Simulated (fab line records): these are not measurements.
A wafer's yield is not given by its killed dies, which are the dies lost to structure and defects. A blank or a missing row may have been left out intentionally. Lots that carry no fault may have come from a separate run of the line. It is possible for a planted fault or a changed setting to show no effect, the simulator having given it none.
A lot that was struck, set against a sound lot / flow nand harc / 16 steps out of a route of 1302
Sound: the wafers L574.1, L574.4, L574.5. Struck: wafer L566.6 (left out: L566.3, a lot-mate that was not struck); the cause follows at the end.
Each step with rows lists, per side, the tool, then ch with its chambers, then its first start. Under that, the readings that differ: sound wafers / struck wafers / difference of the means / sigmas: that difference in standard deviations of wafers without a fault.
alike: same words and numbers on both sides, and readings whose means sit less than 2 such deviations apart. not compared: any withheld reading, any reading some wafer has no value for, any bound like >300 that may hide the same value, and any number with overlapping values for which the record gives no deviation.
A row with sigmas, a row that says differs or no value, or rows on one side alone: a step with any of these is where the two part. Numbers that have no deviation but don't overlap get no sigmas and don't part them. Lack of a reading on every wafer of one side parts them only where that side has two or more wafers.

NHARC_A_DECK1_JOINT_INSPECT_05:
  sound on defect inspect-01, day 18 10:27; struck on defect inspect-01, day 15 01:28
  alike: raw defect count
following that, 1 step holds no rows for these wafers, namely NHARC_A_ONON_D2_DEP_00 (target thickness 1000 nm).
NHARC_A_ONON_D2_THK_MEAS_02: measures by ellipsometry.
  sound on film metro-02, day 18 11:02; struck on film metro-02, day 15 02:02
  alike: thk nm
following that, 1 step holds no rows for these wafers, namely NHARC_A_ONON_D2_DEP_03 (target thickness 1000 nm).
NHARC_A_ONON_D2_THK_MEAS_05: measures by ellipsometry.
  sound on film metro-02, day 18 11:35; struck on film metro-01, day 15 02:37
  alike: thk nm
following that, 1 step holds no rows for these wafers, namely NHARC_A_ONON_D2_DEP_06 (target thickness 1000 nm).
NHARC_A_ONON_D2_THK_MEAS_08: measures by ellipsometry.
  sound on film metro-01, day 18 12:10; struck on film metro-01, day 15 03:12
reading=thk nm (nm); sound=1017 1013 1016; struck=995; difference=-20; sigmas=-2
following that, 1 step holds no rows for these wafers, namely NHARC_A_ONON_D2_DEP_09 (target thickness 1000 nm).
NHARC_A_ONON_D2_THK_MEAS_11: measures by ellipsometry.
  sound on film metro-02, day 18 12:50; struck on film metro-01, day 15 03:46
  alike: thk nm
following that, 1 step holds no rows for these wafers, namely NHARC_A_ONON_D2_DEP_12 (target thickness 1000 nm).
NHARC_A_ONON_D2_THK_MEAS_14: measures by ellipsometry.
  sound on film metro-02, day 18 13:25; struck on film metro-01, day 15 04:20
  alike: thk nm
then, 1 step without rows for these wafers: NHARC_A_ONON_D2_ANNEAL_15 (time 3600 s).
NHARC_A_ONON_D2_DEP_16: target thk 1000 nm.
  sound on pecvd onon-02 ch 0, day 18 20:49; struck on pecvd onon-03 ch 0, day 15 12:28
NHARC_A_ONON_D2_THK_MEAS_18: measures by ellipsometry.
  sound on film metro-02, day 18 21:19; struck on film metro-02, day 15 12:51
reading=thk nm (nm); sound=993 992 991; struck=702; difference=-290; sigmas=-24
following that, 1 step holds no rows for these wafers, namely NHARC_A_ONON_D2_DEP_19 (target thickness 1000 nm).
-- record jumps: 12 days between struck wafers' starts before vs after; left off in module A_ONON_D2, resumes in module END, first step shown is number 1302 of the route --
NHARC_END_SORT_01:
  sound on prober-01 ch 0, day 30 06:38; struck on prober-02 ch 0, day 27 02:14
reading=killed at array; sound=42 48 39; struck=666; difference=+623; sigmas=+28
reading=killed at other; sound=0 1 0; struck=3; difference=+3; sigmas=+2
reading=killed dies; sound=46 52 40; struck=677; difference=+631; sigmas=+29
reading=killed open; sound=3 3 6; struck=9; difference=+5; sigmas=+3
  alike: killed at periphery, killed short

== WHERE THEY PART ==
First at NHARC_A_ONON_D2_THK_MEAS_08; last, within this record, at NHARC_END_SORT_01.

WHY: what had been put in by the simulator
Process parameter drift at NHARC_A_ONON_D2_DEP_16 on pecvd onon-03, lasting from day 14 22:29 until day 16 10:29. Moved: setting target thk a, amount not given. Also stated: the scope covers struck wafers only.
